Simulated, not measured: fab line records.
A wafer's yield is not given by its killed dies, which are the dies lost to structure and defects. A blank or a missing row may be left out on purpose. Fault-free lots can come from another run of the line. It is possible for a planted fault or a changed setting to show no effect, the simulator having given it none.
Matching of chambers -- flow nand_harc -- NHARC_A_CHANNEL_FILL_D2_ETCHBACK_19 on rie_si-04 has 4 sister chambers
The step etches the open film in HBr/Cl2, target depth 5 nm, time 1.7 s. 4 wafers are shown with their chamber, then 7 later ones without.

== WAFERS WITH THEIR CHAMBER ==
wafer,chamber,drypump_motor_current_A (A)
L195.5,0,5.1
L203.6,2,5.4
L205.3,3,6.1
L205.4,1,5.9

== WAFERS WITHOUT THEIR CHAMBER ==
wafer,drypump_motor_current_A (A)
L205.6,5.1
L207.3,6.0
L207.4,5.4
L207.6,5.4
L212.4,5.9
L212.5,5.1
L212.6,5.5

== THE CHAMBER EACH PASSED THROUGH ==
wafer,from the rows above,in truth
L205.6,0,0
L207.3,can't be placed: 1 or 3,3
L207.4,2,2
L207.6,2,2
L212.4,1,1
L212.5,0,0
L212.6,2,2
6 of 7 placed correctly. Not placeable from these rows: 1 (in 1, the candidates include the true chamber). Placed wrongly: 0.
How it was worked out, from the rows above alone: a wafer's distance from a chamber is the root of the sum, over the readings, of the square of ((its reading less the chamber's mean) divided by the reading's scatter). The wafer belongs to the nearest chamber; if the next one is less than 2 further off, it can't be placed. Each chamber's mean is taken over the wafers shown for it. The scatter: with one shown wafer a chamber, the root of the mean of the squares of how far each hidden wafer lies from its nearest shown one.
